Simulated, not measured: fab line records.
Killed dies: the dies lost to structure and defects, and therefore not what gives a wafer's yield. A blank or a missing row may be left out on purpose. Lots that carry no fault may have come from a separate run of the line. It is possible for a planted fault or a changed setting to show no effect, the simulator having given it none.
fab line records + flow nand-harc
[record]
- lots = 13
- wafers = 39
- last-day = 32
route steps=1302 shown A_CONTACT@1090 A_BLC@1112 END@1302
lots that met no fault: from a run of the same line without faults
start-h: start of the lot's first displayed wafer, in hours after the record's first day + wait-h: hours from the lot's prior step to this one + " repeats the value in the row above + L1.1+2: several wafers, shown together as one row + - no value, or no start was given + * or withheld: withheld + < > ~ a bound
route shown NAME@n: NAME is a module with steps in the file, n the number in the route of the first one + usual: mean/standard deviation taken from wafers without a fault + same: alike in all rows + chamber/n: place in a boat + sites: per-site readings + _std_site: how widely they spread, as a standard deviation + _edge_site: outer sites' mean less inner sites' + radius-mm: how far each site lies from the wafer's centre + mask NAME#n: copy n + behind: the most recent tool/chamber to have shaped the wafer + hold: what put the lot on hold/how long, in hours/how the hold closed + device: names the non-switching transistor (n, p or np) + end of line: the same wafers' tests at the end of the route + step lacking rows: just its recipe + killed: dies that structure and defects cost at the first sort, which is not the same as the wafer's yield + map: a wafer's dies, x killed, . not, _ none there
set.NAME: the run value of the setting; set.NAME@STEP: its run value at that earlier step + model.NAME: the simulator's own value behind a step, which no gauge read
steps of the route over a sample of lots; a table a step, a row a wafer
services: from which hour (start-h, from the record's first day; less than 0 if before it) a tool's chamber was out of use, for how many hours, and why
[[steps]]
[step NHARC_A_CONTACT_ETCH_138]
[recipe]
- source-w = withheld
- pressure-mtorr = 20
- bias-v = 1200
- time-s = 311
- target-depth-a = 19140
- ar-flow-sccm = withheld
- c4f8-flow-sccm = withheld
- o2-flow-sccm = withheld
- chemistry = C4F8/O2/Ar
| lot.wafer | tool            | chamber | start-h | wait-h | rf-hours-counter-h |
|-----------|-----------------|---------|---------|--------|--------------------|
| L256.2    | har-cap-etch-02 | 1       | 520.81  | 0.2    | 92                 |
| L256.6    | "               | 0       | "       | "      | -                  |
| L256.5    | "               | 1       | "       | "      | -                  |
| L255.2    | har-cap-etch-02 | 0       | 528.29  | 0.2    | 95                 |
| L255.4    | "               | 0       | "       | "      | -                  |
| L255.3    | "               | 1       | "       | "      | -                  |
| L260.1    | har-cap-etch-02 | 0       | 541.54  | 0.2    | 98                 |
| L260.3    | "               | 1       | "       | "      | -                  |
| L260.6    | "               | 1       | "       | "      | -                  |
| L262.1    | har-cap-etch-02 | 1       | 575.31  | 0.2    | 103                |
| L262.3    | "               | 0       | "       | "      | -                  |
| L262.5    | "               | 0       | "       | "      | -                  |
| L264.1    | har-cap-etch-01 | 0       | 604.01  | 0.2    | 21                 |
| L264.4    | "               | 0       | "       | "      | -                  |
| L264.3    | "               | 1       | "       | "      | -                  |
| L269.1    | har-cap-etch-03 | 1       | 652.31  | 0.2    | 68                 |
| L269.4    | "               | 0       | "       | "      | -                  |
| L269.6    | "               | 1       | "       | "      | -                  |
| L270.4    | har-cap-etch-03 | 1       | 660.74  | 0.2    | -                  |
| L270.6    | "               | 1       | "       | "      | -                  |
| L270.5    | "               | 0       | "       | "      | -                  |
| L271.3    | har-cap-etch-03 | 0       | 679.33  | 0.2    | -                  |
| L271.4    | "               | 1       | "       | "      | -                  |
| L271.5    | "               | 1       | "       | "      | -                  |
| L273.1    | har-cap-etch-02 | 0       | 684.80  | 0.2    | 123                |
| L273.3    | "               | 0       | "       | "      | -                  |
| L273.5    | "               | 1       | "       | "      | -                  |
| L272.3    | har-cap-etch-03 | 0       | 687.91  | 0.2    | -                  |
| L272.4    | "               | 1       | "       | "      | -                  |
| L272.5    | "               | 1       | "       | "      | -                  |
| L274.2    | har-cap-etch-02 | 0       | 704.86  | 0.2    | 128                |
| L274.3    | "               | 0       | "       | "      | -                  |
| L274.6    | "               | 0       | "       | "      | -                  |
| L275.1    | har-cap-etch-01 | 0       | 711.57  | 0.2    | 44                 |
| L275.4    | "               | 1       | "       | "      | -                  |
| L275.3    | "               | 0       | "       | "      | -                  |
| L278.1    | har-cap-etch-01 | 0       | 727.81  | 0.2    | 45                 |
| L278.3    | "               | 1       | "       | "      | -                  |
| L278.4    | "               | 0       | "       | "      | -                  |
[step NHARC_A_CONTACT_ETCH_92]
[recipe]
- target-depth-a = 400
- over-etch-frac = 0.5
- time-s = 85.7
- ion-energy-ev = 120
- ch3f-flow-sccm = 50
- o2-flow-sccm = 30
- ar-flow-sccm = 200
- rf-w = 500
- bias-w = 100
- chemistry = CH3F/O2
[usual]
- drypump-motor-current-A = 5.4/0.5
- oes-product-au = 0.936/0.024
- rf-vpp-V = 244.5/1.5
- showerhead-plenum-p-Torr = 2.47/0.1
- throttle-valve-pct = 20.662/0.0088
| lot.wafer | tool        | chamber | start-h | wait-h | drypump-motor-current-A | oes-product-au | rf-hours-counter-h | rf-vpp-V | showerhead-plenum-p-Torr | throttle-valve-pct |
|-----------|-------------|---------|---------|--------|-------------------------|----------------|--------------------|----------|--------------------------|--------------------|
| L256.2    | rie-diel-11 | 0       | 521.64  | 0.5    | 4.7                     | 0.938          | 27                 | 244.3    | 2.40                     | 20.663             |
| L256.5    | "           | 1       | "       | "      | 4.9                     | 0.903          | -                  | 247.2    | 2.65                     | 20.658             |
| L256.6    | "           | 2       | "       | "      | 6.0                     | 0.909          | -                  | 243.8    | 2.43                     | 20.659             |
| L255.4    | rie-diel-04 | 3       | 529.13  | 0.4    | 5.2                     | 0.937          | 33                 | 245.0    | 2.38                     | 20.657             |
| L255.3    | "           | 0       | "       | "      | 5.5                     | 0.921          | 28                 | 244.8    | 2.55                     | 20.660             |
| L255.2    | "           | 1       | "       | "      | 6.0                     | 0.945          | 26                 | 245.2    | 2.41                     | 20.667             |
| L260.3    | rie-diel-04 | 3       | 542.34  | 0.4    | 5.2                     | 0.991          | 0                  | 242.3    | 2.38                     | 20.666             |
| L260.1    | "           | 0       | "       | "      | 5.5                     | 0.998          | 0                  | 245.4    | 2.55                     | 20.655             |
| L260.6    | "           | 3       | "       | "      | 5.2                     | 0.994          | -                  | 243.8    | 2.38                     | 20.651             |
| L262.1    | rie-diel-04 | 2       | 576.16  | 0.5    | 6.1                     | 0.930          | 6                  | 245.5    | 2.60                     | 20.670             |
| L262.3    | "           | 3       | "       | "      | 5.2                     | 0.920          | 6                  | 244.4    | 2.38                     | 20.679             |
| L262.5    | "           | 0       | "       | "      | 5.5                     | 0.939          | -                  | 245.0    | 2.55                     | 20.671             |
| L264.3    | rie-diel-11 | 3       | 604.84  | 0.4    | 5.5                     | 0.945          | 56                 | 242.1    | 2.39                     | 20.661             |
| L264.4    | "           | 1       | "       | "      | 4.9                     | 0.909          | 46                 | 246.7    | 2.64                     | 20.672             |
| L264.1    | "           | 2       | "       | "      | 5.9                     | 0.914          | 51                 | 243.7    | 2.42                     | 20.660             |
| L269.1    | rie-diel-04 | 2       | 653.11  | 0.5    | 6.1                     | 0.946          | 22                 | 246.7    | 2.59                     | 20.655             |
| L269.4    | "           | 3       | "       | "      | 5.2                     | 0.924          | 18                 | 244.5    | 2.38                     | 20.678             |
| L269.6    | "           | 1       | "       | "      | 5.9                     | 0.930          | -                  | 243.9    | 2.40                     | 20.667             |
| L270.4    | rie-diel-04 | 3       | 661.52  | 0.5    | 5.2                     | 0.916          | 19                 | 243.2    | 2.38                     | 20.655             |
| L270.6    | "           | 0       | "       | "      | 5.5                     | 0.936          | -                  | 245.4    | 2.54                     | 20.662             |
| L270.5    | "           | 1       | "       | "      | 6.0                     | 0.937          | -                  | 244.1    | 2.40                     | 20.672             |
| L271.4    | rie-diel-04 | 3       | 680.13  | 0.4    | 5.1                     | 1.005          | 22                 | 242.9    | 2.37                     | 20.646             |
| L271.3    | "           | 0       | "       | "      | 5.5                     | 1.016          | 27                 | 245.9    | 2.54                     | 20.666             |
| L271.5    | "           | 1       | "       | "      | 6.0                     | 1.000          | -                  | 243.6    | 2.40                     | 20.670             |
| L273.3    | rie-diel-04 | 3       | 685.58  | 0.4    | 5.2                     | 0.922          | 24                 | 243.6    | 2.37                     | 20.657             |
| L273.1    | "           | 2       | "       | "      | 6.1                     | 0.926          | 29                 | 246.2    | 2.59                     | 20.658             |
| L273.5    | "           | 3       | "       | "      | 5.2                     | 0.924          | -                  | 243.0    | 2.37                     | 20.660             |
| L272.3    | rie-diel-04 | 2       | 688.69  | 0.5    | 6.1                     | 0.925          | 29                 | 247.1    | 2.59                     | 20.663             |
| L272.4    | "           | 3       | "       | "      | 5.2                     | 0.920          | 24                 | 244.1    | 2.37                     | 20.658             |
| L272.5    | "           | 0       | "       | "      | 5.5                     | 0.928          | -                  | 245.0    | 2.54                     | 20.664             |
| L274.3    | rie-diel-11 | 3       | 705.71  | 0.4    | 5.5                     | 0.940          | 30                 | 244.5    | 2.37                     | 20.656             |
| L274.2    | "           | 1       | "       | "      | 4.9                     | 0.915          | 28                 | 247.1    | 2.63                     | 20.657             |
| L274.6    | "           | 2       | "       | "      | 6.0                     | 0.924          | -                  | 244.1    | 2.41                     | 20.692             |
| L275.4    | rie-diel-11 | 1       | 712.37  | 0.4    | 4.9                     | 0.923          | 30                 | 246.5    | 2.63                     | 20.671             |
| L275.3    | "           | 2       | "       | "      | 5.9                     | 0.930          | 30                 | 243.0    | 2.41                     | 20.663             |
| L275.1    | "           | 3       | "       | "      | 5.5                     | 0.945          | 32                 | 243.9    | 2.37                     | 20.665             |
| L278.4    | rie-diel-11 | 3       | 728.60  | 0.4    | 5.5                     | 0.945          | 36                 | 243.0    | 2.37                     | 20.679             |
| L278.3    | "           | 0       | "       | "      | 4.7                     | 0.930          | 42                 | 244.1    | 2.37                     | 20.656             |
| L278.1    | "           | 1       | "       | "      | 4.9                     | 0.920          | 37                 | 247.1    | 2.63                     | 20.670             |
[step NHARC_A_CONTACT_CD_MEAS_15]
[usual]
- cd-nm = 190.2/0.68
| lot.wafer | tool      | chamber | start-h | wait-h | cd-nm |
|-----------|-----------|---------|---------|--------|-------|
| L256.2    | cd-sem-03 | -       | 521.82  | -      | 190.3 |
| L256.5    | "         | -       | "       | "      | 189.4 |
| L256.6    | "         | -       | "       | "      | 190.0 |
| L255.2    | cd-sem-01 | -       | 529.39  | -      | 189.9 |
| L255.3    | "         | -       | "       | "      | 192.0 |
| L255.4    | "         | -       | "       | "      | 191.6 |
| L260.1    | cd-sem-02 | -       | 542.54  | -      | 190.3 |
| L260.3    | "         | -       | "       | "      | 190.7 |
| L260.6    | "         | -       | "       | "      | 190.5 |
| L262.1    | cd-sem-01 | -       | 576.35  | -      | 191.1 |
| L262.3    | "         | -       | "       | "      | 191.4 |
| L262.5    | "         | -       | "       | "      | 190.1 |
| L264.1    | cd-sem-02 | -       | 605.05  | -      | 189.5 |
| L264.3    | "         | -       | "       | "      | 190.5 |
| L264.4    | "         | -       | "       | "      | 189.7 |
| L269.1    | cd-sem-03 | -       | 653.32  | -      | 190.8 |
| L269.4    | "         | -       | "       | "      | 192.0 |
| L269.6    | "         | -       | "       | "      | 190.4 |
| L270.4    | cd-sem-03 | -       | 661.71  | -      | 191.3 |
| L270.5    | "         | -       | "       | "      | 189.9 |
| L270.6    | "         | -       | "       | "      | 189.4 |
| L271.3    | cd-sem-02 | -       | 680.32  | -      | 190.5 |
| L271.4    | "         | -       | "       | "      | 191.9 |
| L271.5    | "         | -       | "       | "      | 190.5 |
| L273.1    | cd-sem-02 | -       | 685.80  | -      | 189.8 |
| L273.3    | "         | -       | "       | "      | 191.1 |
| L273.5    | "         | -       | "       | "      | 190.9 |
| L272.3    | cd-sem-01 | -       | 688.90  | -      | 190.9 |
| L272.4    | "         | -       | "       | "      | 191.3 |
| L272.5    | "         | -       | "       | "      | 189.6 |
| L274.2    | cd-sem-03 | -       | 705.91  | -      | 189.9 |
| L274.3    | "         | -       | "       | "      | 189.7 |
| L274.6    | "         | -       | "       | "      | 189.9 |
| L275.1    | cd-sem-02 | -       | 712.57  | -      | 189.7 |
| L275.3    | "         | -       | "       | "      | 190.0 |
| L275.4    | "         | -       | "       | "      | 189.5 |
| L278.1    | cd-sem-01 | -       | 728.81  | -      | 189.5 |
| L278.3    | "         | -       | "       | "      | 190.1 |
| L278.4    | "         | -       | "       | "      | 189.9 |
[step NHARC_A_BLC_SOFTBAKE_05]
[recipe]
- temp-c = 105
- time-s = 55
[usual]
- exhaust-pa = 44.9/0.92
- heater-power-total-W = 188.45/0.14
| lot.wafer | tool           | chamber | start-h | wait-h | exhaust-pa | heater-power-total-W |
|-----------|----------------|---------|---------|--------|------------|----------------------|
| L256.2    | litho-track-04 | 0       | 524     | -      | 46.8       | 188.44               |
| L256.5    | "              | 0       | "       | "      | 45.5       | 188.48               |
| L256.6    | "              | 0       | "       | "      | 45.6       | 188.80               |
| L255.2    | litho-track-04 | 0       | 531     | -      | 44.6       | 188.37               |
| L255.3    | "              | 0       | "       | "      | 43.2       | 188.49               |
| L255.4    | "              | 0       | "       | "      | 44.3       | 188.35               |
| L260.1    | litho-track-06 | 0       | 545     | -      | 45.5       | 188.33               |
| L260.3    | "              | 0       | "       | "      | 44.0       | 188.40               |
| L260.6    | "              | 0       | "       | "      | 44.7       | 188.34               |
| L262.1    | litho-track-04 | 0       | 578     | -      | 45.7       | 175.40               |
| L262.3    | "              | 0       | "       | "      | 46.9       | 175.33               |
| L262.5    | "              | 0       | "       | "      | 45.4       | 175.62               |
| L264.1    | litho-track-01 | 0       | 607     | -      | 45.3       | 188.58               |
| L264.3    | "              | 0       | "       | "      | 43.5       | 188.41               |
| L264.4    | "              | 0       | "       | "      | 44.0       | 188.30               |
| L269.1    | litho-track-01 | 0       | 655     | -      | 44.6       | 188.41               |
| L269.4    | "              | 0       | "       | "      | 44.0       | 188.46               |
| L269.6    | "              | 0       | "       | "      | 45.2       | 188.44               |
| L270.4    | litho-track-06 | 0       | 664     | -      | 45.5       | 188.31               |
| L270.5    | "              | 0       | "       | "      | 45.2       | 188.34               |
| L270.6    | "              | 0       | "       | "      | 44.5       | 188.47               |
| L271.3    | litho-track-06 | 0       | 682     | -      | 45.0       | 188.40               |
| L271.4    | "              | 0       | "       | "      | 43.9       | 188.31               |
| L271.5    | "              | 0       | "       | "      | 45.1       | 188.32               |
| L273.1    | litho-track-06 | 0       | 688     | -      | 44.7       | 188.60               |
| L273.3    | "              | 0       | "       | "      | 45.0       | 188.32               |
| L273.5    | "              | 0       | "       | "      | 45.1       | 188.35               |
| L272.3    | litho-track-01 | 0       | 691     | -      | 45.1       | 188.77               |
| L272.4    | "              | 0       | "       | "      | 44.6       | 188.78               |
| L272.5    | "              | 0       | "       | "      | 44.3       | 188.33               |
| L274.2    | litho-track-01 | 0       | 708     | -      | 43.3       | 188.38               |
| L274.3    | "              | 0       | "       | "      | 44.6       | 188.39               |
| L274.6    | "              | 0       | "       | "      | 46.3       | 188.57               |
| L275.1    | litho-track-01 | 0       | 715     | -      | 44.0       | 188.44               |
| L275.3    | "              | 0       | "       | "      | 43.7       | 188.60               |
| L275.4    | "              | 0       | "       | "      | 44.9       | 188.30               |
| L278.1    | litho-track-06 | 0       | 731     | -      | 45.8       | 188.27               |
| L278.3    | "              | 0       | "       | "      | 45.1       | 188.35               |
| L278.4    | "              | 0       | "       | "      | 46.0       | 188.77               |
[step NHARC_END_SORT_01]
[recipe]
- temp-c = 25
[usual]
- killed-at-array = 54/12
- killed-at-other = 0.7/1.1
- killed-at-periphery = 3.9/2.8
- killed-dies = 59/13
- killed-open = 3.4/2
- killed-short = 2.5/1.7
[same]
- gross-dies = 677
| lot.wafer | tool      | chamber | start-h | wait-h | killed-at-array | killed-at-other | killed-at-periphery | killed-dies | killed-open | killed-short |
|-----------|-----------|---------|---------|--------|-----------------|-----------------|---------------------|-------------|-------------|--------------|
| L255.2    | prober-01 | 0       | 578.14  | 2.8    | 44              | 1               | 5                   | 50          | 6           | 5            |
| L255.3    | prober-01 | 0       | 578.94  | 3.1    | 49              | 1               | 7                   | 57          | 8           | 4            |
| L255.4    | prober-01 | 0       | 579.74  | 3.4    | 48              | 1               | 5                   | 54          | 7           | 2            |
| L260.1    | prober-02 | 0       | 591.61  | 2.5    | 57              | 0               | 5                   | 62          | 4           | 2            |
| L260.3    | prober-02 | 0       | 593.20  | 3.1    | 63              | 2               | 4                   | 69          | 2           | 4            |
| L260.6    | prober-02 | 0       | 595.59  | 4.0    | 66              | 0               | 6                   | 72          | 2           | 0            |
| L262.1    | prober-01 | 0       | 622.73  | 2.6    | 84              | 0               | 3                   | 87          | 4           | 1            |
| L262.3    | prober-01 | 0       | 624.33  | 3.1    | 63              | 2               | 4                   | 69          | 2           | 1            |
| L262.5    | prober-01 | 0       | 625.93  | 3.7    | 78              | 2               | 6                   | 86          | 2           | 4            |
| L270.4    | prober-01 | 0       | 710.46  | 3.4    | 70              | 0               | 7                   | 77          | 5           | 4            |
| L270.5    | prober-01 | 0       | 711.26  | 3.7    | 54              | 1               | 4                   | 59          | 2           | 3            |
| L270.6    | prober-01 | 0       | 712.05  | 4.0    | 58              | 0               | 5                   | 63          | 3           | 1            |
| L272.3    | prober-02 | 0       | 736.62  | 3.1    | 68              | 0               | 2                   | 70          | 5           | 5            |
| L272.4    | prober-02 | 0       | 737.42  | 3.4    | 61              | 1               | 4                   | 66          | 3           | 3            |
| L272.5    | prober-02 | 0       | 738.21  | 3.7    | 58              | 0               | 2                   | 60          | 3           | 2            |
// killed by level:class
L255.2 A_CHANNEL_HOLE_D2:chamber-film-flake=25 P_GATE:chamber-film-flake=4 A_CONTACT:chamber-film-flake=3 A_CHANNEL_FILL_D2:geometric-particle:short=2 A_BLC:geometric-particle:open=2 A_DECK1_JOINT:chamber-film-flake=2 A_WL_FILL:chamber-film-flake=2 P_M0:geometric-particle:short=1
L255.3 A_CHANNEL_HOLE_D2:chamber-film-flake=26 P_GATE:chamber-film-flake=4 A_DECK1_JOINT:chamber-film-flake=4 A_WL_FILL:chamber-film-flake=3 A_CHANNEL_HOLE_D2:geometric-particle:open=2 A_M0:geometric-particle:open=2 A_SLIT:chamber-film-flake=2 P_M0:geometric-particle:open=1
L255.4 A_CHANNEL_HOLE_D2:chamber-film-flake=26 A_STAIRCASE:chamber-film-flake=5 P_GATE:chamber-film-flake=4 A_WL_FILL:geometric-particle:open=3 A_DECK1_JOINT:chamber-film-flake=3 A_SLIT:chamber-film-flake=3 A_CONTACT:chamber-film-flake=2 P_M1:geometric-particle:open=1
L260.1 A_CHANNEL_HOLE_D2:chamber-film-flake=23 A_SLIT:chamber-film-flake=15 A_CONTACT:chamber-film-flake=6 P_M2:chamber-film-flake=3 A_CHANNEL_HOLE_D1:chamber-film-flake=2 A_STAIRCASE:chamber-film-flake=2 A_M1:chamber-film-flake=2 P_CONTACT:geometric-particle:open=1
L260.3 A_SLIT:chamber-film-flake=24 A_CHANNEL_HOLE_D2:chamber-film-flake=24 A_CONTACT:chamber-film-flake=3 A_M1:chamber-film-flake=3 P_GATE:chamber-film-flake=2 A_CHANNEL_HOLE_D1:chamber-film-flake=2 A_ONON_D1:geometric-particle:short=1 A_CHANNEL_FILL_D2:geometric-particle:open=1
L260.6 A_CHANNEL_HOLE_D2:chamber-film-flake=27 A_SLIT:chamber-film-flake=25 A_CONTACT:chamber-film-flake=4 A_CHANNEL_HOLE_D1:chamber-film-flake=3 A_STAIRCASE:chamber-film-flake=3 P_GATE:chamber-film-flake=2 P_M2:chamber-film-flake=2 P_CONTACT:geometric-particle:open=1
L262.1 A_CHANNEL_HOLE_D1:chamber-film-flake=31 A_CHANNEL_HOLE_D2:chamber-film-flake=25 A_STAIRCASE:chamber-film-flake=8 A_CONTACT:chamber-film-flake=8 A_BONDPAD:chamber-film-flake=4 A_M1:chamber-film-flake=2 P_M0:geometric-particle:open=1 A_SOURCE_PLATE:geometric-particle:open=1
L262.3 A_CHANNEL_HOLE_D1:chamber-film-flake=24 A_CHANNEL_HOLE_D2:chamber-film-flake=18 A_CONTACT:chamber-film-flake=6 A_BONDPAD:chamber-film-flake=5 A_CHANNEL_FILL_D2:chamber-film-flake=2 A_STAIRCASE:chamber-film-flake=2 A_SLIT:chamber-film-flake=2 THIN_TSV:chamber-film-flake=2
L262.5 A_CHANNEL_HOLE_D1:chamber-film-flake=32 A_CHANNEL_HOLE_D2:chamber-film-flake=27 A_CONTACT:chamber-film-flake=6 P_M0:chamber-film-flake=5 A_STAIRCASE:chamber-film-flake=3 A_BONDPAD:chamber-film-flake=3 A_M1:chamber-film-flake=2 A_SOURCE_PLATE:geometric-particle:open=1
L270.4 A_CHANNEL_HOLE_D1:chamber-film-flake=31 A_SLIT:chamber-film-flake=22 P_M2:chamber-film-flake=5 A_CHANNEL_HOLE_D1:geometric-particle:short=3 A_CHANNEL_FILL_D1:chamber-film-flake=2 A_BLC:chamber-film-flake=2 P_CONTACT:geometric-particle:open=1 A_ONON_D1:geometric-particle:open=1
L270.5 A_CHANNEL_HOLE_D1:chamber-film-flake=27 A_SLIT:chamber-film-flake=18 P_M2:chamber-film-flake=2 A_DECK1_JOINT:chamber-film-flake=2 A_DECK1_JOINT:geometric-particle:short=1 A_CHANNEL_FILL_D2:geometric-particle:short=1 A_SGD_CUT:geometric-particle:short=1 A_WL_FILL:geometric-particle:open=1
L270.6 A_CHANNEL_HOLE_D1:chamber-film-flake=25 A_SLIT:chamber-film-flake=21 P_M2:chamber-film-flake=5 A_CHANNEL_FILL_D1:geometric-particle:open=2 A_DECK1_JOINT:chamber-film-flake=2 A_WL_FILL:chamber-film-flake=2 A_BLC:chamber-film-flake=2 A_ONON_D1:geometric-particle:short=1
L272.3 A_CHANNEL_HOLE_D2:chamber-film-flake=26 A_SLIT:chamber-film-flake=20 A_CHANNEL_HOLE_D1:chamber-film-flake=5 A_CONTACT:chamber-film-flake=4 A_ONON_D1:geometric-particle:open=2 A_M0:geometric-particle:short=2 A_DECK1_JOINT:chamber-film-flake=2 P_GATE:geometric-particle:open=1
L272.4 A_SLIT:chamber-film-flake=25 A_CHANNEL_HOLE_D2:chamber-film-flake=18 A_CHANNEL_HOLE_D1:chamber-film-flake=5 A_CONTACT:chamber-film-flake=5 A_DECK1_JOINT:chamber-film-flake=3 P_CONTACT:geometric-particle:open=1 P_M0:geometric-particle:short=1 A_SOURCE_PLATE:geometric-particle:short=1
L272.5 A_SLIT:chamber-film-flake=23 A_CHANNEL_HOLE_D2:chamber-film-flake=13 A_CHANNEL_HOLE_D1:chamber-film-flake=12 A_CONTACT:chamber-film-flake=5 P_M0:geometric-particle:open=2 A_SOURCE_PLATE:geometric-particle:short=1 A_DECK1_JOINT:geometric-particle:short=1 A_DECK1_JOINT:geometric-particle:open=1
[[services]]
| tool            | chamber | start-h | hours | kind       |
|-----------------|---------|---------|-------|------------|
| har-cap-etch-01 | -       | 497.00  | 17.0  | pm         |
| rie-diel-04     | 1       | 498.93  | 8.8   | repair     |
| rie-diel-04     | 0       | 510.91  | -     | clean      |
| rie-diel-04     | 1       | 510.91  | -     | clean      |
| rie-diel-04     | 2       | 510.91  | -     | clean      |
| rie-diel-04     | 3       | 510.91  | -     | clean      |
| rie-diel-04     | 3       | 524.19  | 1.3   | repair     |
| litho-track-06  | -       | 529.00  | 7.0   | pm         |
| rie-diel-04     | -       | 532.47  | 9.0   | pm         |
| rie-diel-04     | 0       | 532.47  | 9.0   | vent-cycle |
| rie-diel-04     | 1       | 532.47  | 9.0   | vent-cycle |
| rie-diel-04     | 2       | 532.47  | 9.0   | vent-cycle |
| rie-diel-04     | 3       | 532.47  | 9.0   | vent-cycle |
| litho-track-04  | -       | 553.00  | 7.0   | pm         |
| rie-diel-04     | 2       | 556.39  | 3.3   | repair     |
| rie-diel-04     | 3       | 593.28  | 13.2  | repair     |
| rie-diel-11     | -       | 611.35  | 9.0   | pm         |
| har-cap-etch-02 | -       | 629.71  | 0.5   | repair     |
| rie-diel-04     | 0       | 636.13  | 3.6   | repair     |
| rie-diel-11     | 3       | 671.47  | 6.9   | repair     |
| litho-track-01  | -       | 680.01  | 7.0   | pm         |
| litho-track-06  | -       | 704.00  | 7.0   | pm         |
| rie-diel-04     | -       | 709.72  | 9.0   | pm         |
| litho-track-04  | -       | 728.00  | 7.0   | pm         |
[[key]]
[first-sign]
- step = NHARC_A_BLC_SOFTBAKE_05
- reading = heater-power-total-W
- direction = down
- sigmas = 95
- usual = *
- struck = *
effect none on later readings
met-at NHARC_A_BLC_SOFTBAKE_05
struck-lots L262
tester-left-out L262
not-acting-at NHARC_A_CONTACT_ETCH_138,NHARC_A_CONTACT_ETCH_92,NHARC_A_CONTACT_CD_MEAS_15
onset-between 531 578
[fault]
- kind = process-parameter-drift
- tool = litho-track-04
- chamber = -
- onset-h = 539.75
- steps = NHARC_A_BLC_SOFTBAKE_05
- channel = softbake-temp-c
- offset = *
- shape = step
- acts-in = *
- stated = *
// tester-left-out: of these lots the tester's yield and bins aren't shown, on N5 and GAA mostly nor the transistor test; their killed dies are dies lost to structure and defects alone, not to doping, threshold or leakage, so they don't give the yield
